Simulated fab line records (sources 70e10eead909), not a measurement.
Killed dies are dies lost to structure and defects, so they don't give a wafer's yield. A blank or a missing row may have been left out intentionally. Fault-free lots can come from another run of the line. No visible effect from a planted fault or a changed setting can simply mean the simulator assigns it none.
2 desks looking at one fault    flow nand-harc    every desk sees just its own numbers, and what lay behind them comes last

THE DEFECT DESK
For each lot, the counts of the inspections along the route, averaged over the sampled wafers that have a number. Any lot whose mean is over 4 standard deviations away from the usual mean is out of limits and marked OUT; that distance is given in the brackets.
Columns: A = raw-defect-count at NHARC_A_CHANNEL_HOLE_D1_INSPECT_40, usual 76
lot   first seen here  A
L914  day 9 23:49      757 (+28) OUT
L915  day 10 10:44     736 (+27) OUT
L916  day 11 00:09     747 (+28) OUT
L923  day 13 12:05     101
L926  day 14 18:45     65
L927  day 15 16:33     103
L928  day 16 04:30     96
L929  day 16 16:39     105
L931  day 17 00:53     78
L933  day 19 16:28     38
This desk's verdict: out of limits on L914, L915, L916, starting with L914 at day 9 23:49 (raw-defect-count at NHARC_A_CHANNEL_HOLE_D1_INSPECT_40). L923, L926, L927, L928, L929, L931, L933 stayed within limits.

DESK OF THE TOOL OWNER: har-etch-02
The tool's own readings at NHARC_A_CHANNEL_HOLE_D1_ETCH_19 (etches the open film in C4F8/O2/Ar, time 34.5 s): means of the sampled wafers that have a number, for each lot that ran on this tool. Any lot whose mean is over 4 standard deviations away from the usual mean is out of limits and marked OUT; that distance is given in the brackets.
Columns: A = drypump-motor-current-A at NHARC_A_CHANNEL_HOLE_D1_ETCH_19, usual 5.59 A; B = oes-air-line-au at NHARC_A_CHANNEL_HOLE_D1_ETCH_19, usual 0.997 a.u.; C = showerhead-plenum-p-Torr at NHARC_A_CHANNEL_HOLE_D1_ETCH_19, usual 3.69 Torr; D = temp-c at NHARC_A_CHANNEL_HOLE_D1_ETCH_19, usual -19.99 C; E = throttle-valve-pct at NHARC_A_CHANNEL_HOLE_D1_ETCH_19, usual 37.039 %
lot   first seen here  A     B      C     D       E
L914  day 9 18:07      5.72  0.994  3.78  -20.03  37.036
L915  day 10 05:00     5.71  0.990  3.78  -19.96  37.048
L916  day 10 18:28     5.66  1.002  3.76  -20.10  37.034
L923  day 13 05:55     5.76  1.007  3.77  -20.13  37.043
L927  day 15 10:42     5.65  0.993  3.72  -19.99  37.041
L928  day 15 22:46     5.59  0.991  3.70  -19.90  37.042
L929  day 16 10:58     5.71  1.028  3.72  -19.94  37.043
L933  day 19 10:44     5.58  1.025  3.67  -20.00  37.035
Result from this desk: across the 8 lots, nothing is out of limits.

BROUGHT TOGETHER
The defect desk could have raised an alarm at day 9 23:49, on L914, L915, L916.
Nothing out of limits was seen by the tool owner's desk.
Tool owner's desk: L914, L915, L916 on record, inside its limits.
NHARC_A_CHANNEL_HOLE_D1_ETCH_19 was run on har-etch-02 by each of the lots named.

WHAT HAD BEEN PUT IN BY THE SIMULATOR
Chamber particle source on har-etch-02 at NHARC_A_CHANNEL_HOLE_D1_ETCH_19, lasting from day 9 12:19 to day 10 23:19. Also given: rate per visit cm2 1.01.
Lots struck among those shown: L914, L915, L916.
Hours from the fault's start to each desk's first reading out of limits: the defect desk, 12.
